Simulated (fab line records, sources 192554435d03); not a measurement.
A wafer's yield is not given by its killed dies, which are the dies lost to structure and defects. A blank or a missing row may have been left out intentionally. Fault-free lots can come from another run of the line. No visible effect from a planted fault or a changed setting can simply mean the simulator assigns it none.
Chamber matching ; flow n5 finfet ; N5_BEOL_M7_CURE_74 on uv cure-01 has 3 sister chambers
The step cures SiCOH lowk, time 240 s. 16 wafers are shown with their chamber, then 8 later ones without.

## WAFERS WITH THEIR CHAMBER
wafer;chamber;wafer_temp_C_max;lamp power pct (%)
L076.2;2;386.2;52.32
L076.3;2;385.9;52.36
L076.6;2;385.5;52.30
L075.1;1;387.2;52.33
L075.4;1;387.1;52.27
L075.6;1;387.6;52.34
L078.1;0;386.9;52.26
L078.3;0;386.3;52.28
L078.6;0;387.0;52.33
L081.1;1;387.2;52.41
L081.4;1;387.7;52.27
L081.6;1;387.3;52.36
L082.1;1;386.8;52.35
L082.3;1;386.1;52.38
L082.6;1;386.7;52.32
L083.1;2;386.0;52.27

SIGNATURES, as means of the wafers listed above
reading;chamber 0;chamber 1;chamber 2;scatter within a chamber
wafer_temp_C_max;386.733;387.078;385.900;0.435
lamp power pct;52.2900;52.3367;52.3125;0.043
Rule: for a wafer and a chamber, the distance is found by dividing, reading by reading, the gap between the wafer's reading and the chamber's mean by the reading's scatter, squaring, summing and taking the root. If the next closest chamber is less than 2 further off than the closest, the wafer can't be placed; otherwise it belongs to the closest. How the scatter is found: for the shown wafers, subtract from each reading the mean of its chamber, square and add these, divide the total by (wafers less chambers), then take the root.

## WAFERS WHOSE CHAMBER IS MISSING
wafer;wafer_temp_C_max;lamp power pct (%)
L083.2;385.7;52.25
L083.3;387.2;52.32
L089.2;387.4;52.36
L089.3;387.2;52.27
L089.5;387.1;52.34
L094.3;385.1;52.29
L094.5;385.6;52.34
L094.6;385.9;52.27

## CHAMBER TAKEN BY EACH
wafer;from the rows above;in truth
L083.2;can't be placed: 2 or 0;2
L083.3;can't be placed: 1 or 0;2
L089.2;can't be placed: 1 or 0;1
L089.3;can't be placed: 0 or 1 or 2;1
L089.5;can't be placed: 1 or 0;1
L094.3;can't be placed: 2 or 0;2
L094.5;can't be placed: 2 or 0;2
L094.6;can't be placed: 2 or 0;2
0 of 8 placed correctly. From these rows, 8 cannot be placed; in 7 the true chamber is one of the candidates. 0 placed wrongly.
